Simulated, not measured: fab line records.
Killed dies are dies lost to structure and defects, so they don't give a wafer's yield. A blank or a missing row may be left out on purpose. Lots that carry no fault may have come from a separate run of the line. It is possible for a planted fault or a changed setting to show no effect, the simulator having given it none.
What tool caused it? ; flow n5-finfet ; 9 lots, 27 wafers sampled, at 5 steps of a route of 1938

== WHAT EACH GAUGE READ, for each wafer ==
N5_BEOL_M2_OVL_MEAS_29. Usual: V1_OVL typically reads 0.3 nm, with standard deviation 0.72.
lot;measured;on;V1_OVL (nm);flag
L739;day 7 16:39;overlay-02;1.3 1.7 1.7;
L745;day 8 20:13;overlay-02;0.3 1.0 0.6;
L746;day 9 01:41;overlay-02;0.8 1.1 0.6;
L749;day 10 05:58;overlay-02;-0.4 0.0 -0.3;
L751;day 10 10:41;overlay-02;0.6 0.5 1.4;
L753;day 11 10:51;overlay-01;0.2 1.3 0.8;
L754;day 11 13:13;overlay-01;0.2 -0.1 0.4;
L760;day 12 15:21;overlay-02;0.0 -1.1 -0.2;
L761;day 12 16:35;overlay-02;0.7 0.6 0.4;

N5_BEOL_M4_RC_MEAS_101. Usual: DIBL_N 36.3 mV/V, standard deviation 1.6; DIBL_P 36.4 mV/V, standard deviation 2.1; IOFF_N 0.16 nA/um, standard deviation 0.032; IOFF_P 0.22 nA/um, standard deviation 0.044; ION_N 675 uA/um, standard deviation 12; ION_P 463 uA/um, standard deviation 8.3; SS_N 71.6 mV/dec, standard deviation 0.64; SS_P 73.3 mV/dec, standard deviation 0.67; VT_N 250 mV, standard deviation 3.3; VT_P -250 mV, standard deviation 3.7.
lot;measured;on;DIBL_N (mV/V);DIBL_P (mV/V);IOFF_N (nA/um);IOFF_P (nA/um);ION_N (uA/um);ION_P (uA/um);SS_N (mV/dec);SS_P (mV/dec);VT_N (mV);VT_P (mV);flag
L739;day 10 11:23;prober-01;33.7 33.8 35.0;33.5 33.5 35.4;0.13 0.12 0.15;0.19 0.19 0.22;671 659 664;471 464 463;71.2 71.0 71.5;72.6 73.0 72.8;252 254 250;-249 -249 -251;
L745;day 11 12:28;prober-01;36.8 36.9 37.2;38.9 38.7 40.1;0.19 0.19 0.20;0.26 0.26 0.29;690 682 697;472 471 486;71.3 71.8 71.9;74.1 73.6 74.9;249 249 247;-248 -248 -245;
L746;day 11 14:42;prober-01;38.7 38.2 37.8;39.0 39.1 37.9;0.20 0.18 0.18;0.32 0.32 0.31;664 683 686;472 477 484;73.3 71.7 72.3;73.9 73.5 73.8;248 249 247;-242 -244 -240;
L749;day 12 23:00;prober-02;33.7 38.6 35.6;32.9 38.7 35.8;0.13 0.22 0.17;0.20 0.29 0.26;674 694 696;469 472 479;71.2 72.7 71.5;71.8 74.4 73.3;250 243 249;-247 -245 -244;
L751;day 13 03:26;prober-01;33.4 35.7 36.9;34.7 36.9 39.4;0.13 0.16 0.19;0.18 0.22 0.26;657 672 668;454 461 463;71.0 71.3 72.0;72.7 73.6 74.2;252 250 247;-250 -250 -248;
L753;day 13 18:07;prober-02;34.7 33.1 35.3;35.1 33.9 35.8;0.14 0.11 0.15;0.20 0.18 0.20;663 651 668;458 457 462;71.4 71.3 71.0;73.7 73.1 74.1;253 257 251;-253 -252 -251;
L754;day 13 21:56;prober-02;36.4 34.7 35.0;36.7 33.9 33.9;0.16 0.13 0.14;0.23 0.19 0.20;685 669 676;475 460 463;71.0 70.9 71.5;73.9 72.7 72.5;249 251 251;-249 -249 -248;
L760;day 15 18:29;prober-02;35.4 34.7 40.7;36.1 35.6 41.8;0.13 0.13 0.24;0.16 0.16 0.26;665 662 697;456 456 463;71.8 71.1 73.0;72.6 73.2 74.2;254 252 245;-253 -256 -247;
L761;day 16 21:25;prober-01;35.7 37.1 35.8;34.9 36.6 35.0;0.15 0.17 0.15;0.21 0.23 0.21;665 670 680;459 462 463;71.9 72.6 72.4;72.9 73.0 72.9;250 248 253;-250 -248 -251;

== TOOL THAT RAN EACH LOT (tool first, then ch and the chambers of the sampled wafers, then the start) ==
lot;N5_BEOL_M2_ETCH_74;N5_BEOL_M2_ALD_98;N5_BEOL_M2_STRIP_36
L739;rie-diel-06 ch 0,2,3, day 7 15:47;ald-sin-03 ch 0,1, day 7 17:03;rie-diel-06 ch 1,3, day 8 06:46
L745;rie-diel-02 ch 0,1,3, day 8 19:28;ald-sin-01 ch 0,1, day 8 20:38;rie-diel-06 ch 1,3, day 9 00:19
L746;rie-diel-02 ch 0,2, day 9 00:56;ald-sin-04 ch 0,2, day 9 02:05;rie-diel-03 ch 0,1, day 9 07:20
L749;rie-diel-03 ch 0,2,3, day 10 05:05;ald-sin-01 ch 1,2,3, day 10 06:16;rie-diel-06 ch 0,1,3, day 11 07:52
L751;rie-diel-03 ch 0,1,3, day 10 08:54;ald-sin-03 ch 1,2,3, day 10 10:54;rie-diel-02 ch 0,1,3, day 11 11:03
L753;rie-diel-02 ch 0,1,3, day 11 09:47;ald-sin-03 ch 0,1,2, day 11 11:31;rie-diel-06 ch 0,1,2, day 11 14:51
L754;rie-diel-06 ch 0,3, day 11 12:14;ald-sin-03 ch 1,2,3, day 11 13:41;rie-diel-03 ch 0,2, day 11 18:16
L760;rie-diel-06 ch 0,2, day 12 14:26;ald-sin-04 ch 0,2,3, day 12 15:35;rie-diel-02 ch 2,3, day 12 19:10
L761;rie-diel-06 ch 0,1, day 12 15:41;ald-sin-04 ch 0,3, day 12 16:55;rie-diel-03 ch 0,2,3, day 13 11:49
- N5_BEOL_M2_ETCH_74: etches underlayer in N2/H2, target depth 6.5 nm, time 5.2 s.
- N5_BEOL_M2_ALD_98: deposits SiO2, target thk 2.5 nm, pulse time 1 s, co reactant pulse time 1 s.
- N5_BEOL_M2_STRIP_36: strips in N2/H2.

== WHAT THE TOOLS THEMSELVES READ (means of the sampled wafers that have a number; where no wafer has one, the mark that the record gives instead) ==
N5_BEOL_M2_ETCH_74. Usual: drypump-motor-current-A 5.8 A, standard deviation 0.52; etch-rf-on-time-s 5.18 s, standard deviation 0.15; oes-product-au 0.63 a.u., standard deviation 0.075; rf-vpp-V 524 V, standard deviation 3; showerhead-plenum-p-Torr 2.55 Torr, standard deviation 0.095; throttle-valve-pct 17.9 %, standard deviation 0.33.
lot;tool;drypump-motor-current-A (A);etch-rf-on-time-s (s);oes-product-au (a.u.);rf-vpp-V (V);showerhead-plenum-p-Torr (Torr);throttle-valve-pct (%);flag
L739;rie-diel-06;6.3;5.24;0.60;527;2.63;18.0;
L745;rie-diel-02;6.0;5.20;0.68;525;2.56;17.7;
L746;rie-diel-02;5.5;5.13;0.66;524;2.56;17.7;
L749;rie-diel-03;5.5;5.24;0.65;521;2.44;17.7;
L751;rie-diel-03;5.7;5.08;0.67;522;2.51;17.9;
L753;rie-diel-02;6.0;5.24;0.66;523;2.55;17.8;
L754;rie-diel-06;6.5;5.25;0.59;525;2.61;18.0;
L760;rie-diel-06;6.0;5.26;0.58;526;2.61;18.1;
L761;rie-diel-06;5.7;5.20;0.59;526;2.62;18.0;

N5_BEOL_M2_ALD_98. Usual: heater-power-outer-w 42 W, standard deviation 4.6; heater-power-w 80 W, standard deviation 7.5; precursor-pulse-height-rel 0.999, standard deviation 0.02; susceptor-temp-C 100.01 C, standard deviation 0.13.
lot;tool;heater-power-outer-w (W);heater-power-w (W);precursor-pulse-height-rel;susceptor-temp-C (C);flag
L739;ald-sin-03;36;73;1.021;99.92;
L745;ald-sin-01;43;81;1.007;99.93;
L746;ald-sin-04;42;82;1.014;100.13;
L749;ald-sin-01;43;82;1.001;100.09;
L751;ald-sin-03;41;80;0.991;99.96;
L753;ald-sin-03;43;85;0.981;103.64;OFF
L754;ald-sin-03;44;88;1.015;103.57;OFF
L760;ald-sin-04;39;76;1.001;99.93;
L761;ald-sin-04;38;70;0.998;99.91;

N5_BEOL_M2_STRIP_36. Usual: drypump-motor-current-A 5.8 A, standard deviation 0.49; oes-product-au 0.76 a.u., standard deviation 0.093; rf-vpp-V 58.8 V, standard deviation 1.5; showerhead-plenum-p-Torr 2.54 Torr, standard deviation 0.11; temp-c 40.00 C, standard deviation 0.13; throttle-valve-pct 23.6 %, standard deviation 0.44.
lot;tool;drypump-motor-current-A (A);oes-product-au (a.u.);rf-vpp-V (V);showerhead-plenum-p-Torr (Torr);temp-c (C);throttle-valve-pct (%);flag
L739;rie-diel-06;6.3;0.70;58.7;2.62;40.07;23.6;
L745;rie-diel-06;6.3;0.70;60.0;2.62;39.99;23.6;
L746;rie-diel-03;5.6;0.84;58.8;2.59;40.09;24.0;
L749;rie-diel-06;6.0;0.70;59.9;2.61;40.04;23.7;
L751;rie-diel-02;6.0;0.77;58.8;2.54;40.06;23.5;
L753;rie-diel-06;5.8;0.68;58.2;2.61;40.05;23.8;
L754;rie-diel-03;5.1;0.83;58.1;2.46;40.13;23.3;
L760;rie-diel-02;6.0;0.78;58.4;2.43;40.00;23.4;
L761;rie-diel-03;5.5;0.84;59.2;2.53;39.98;23.3;

== THE ANSWER, worked out from the rows above alone ==
Rule: lot off if the mean of its wafers having a number is beyond 3 standard deviations from the usual mean. A lot without any number at a reading at which 4 lots or more have one is off too. Any other lot the step has rows for is counted as sound. The gauges are gone through in route order, then the tools' own readings, and for those a lot's mean is taken as printed above. The first step at which some lot is off is used, and at that step the reading that is off furthest; a lot without a number counts as furthest.
Off, at N5_BEOL_M2_ALD_98 on susceptor-temp-C: L753, L754.
A tool fits if, at that step or a process step before it, it ran every lot that is off, and no sound lot after the first of them. One fits: ald-sin-03 at N5_BEOL_M2_ALD_98. Its last sound lot is L751 (day 10 10:54), its first lot that is off L753 (day 11 11:31): a fault that began between those two fits.
On the lots that are off, the tool's own readings at N5_BEOL_M2_ALD_98 differ by more than 5 times the standard deviation of the sound lots' means, which bears it out; susceptor-temp-C reads 103.60 C there versus 99.98 C on the sound lots.

== WHAT WAS PUT IN BY THE SIMULATOR ==
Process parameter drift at N5_BEOL_M2_ALD_98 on ald-sin-03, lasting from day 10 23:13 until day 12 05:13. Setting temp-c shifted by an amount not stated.
Struck lots among those shown: L753, L754. Same finding as the rule above.
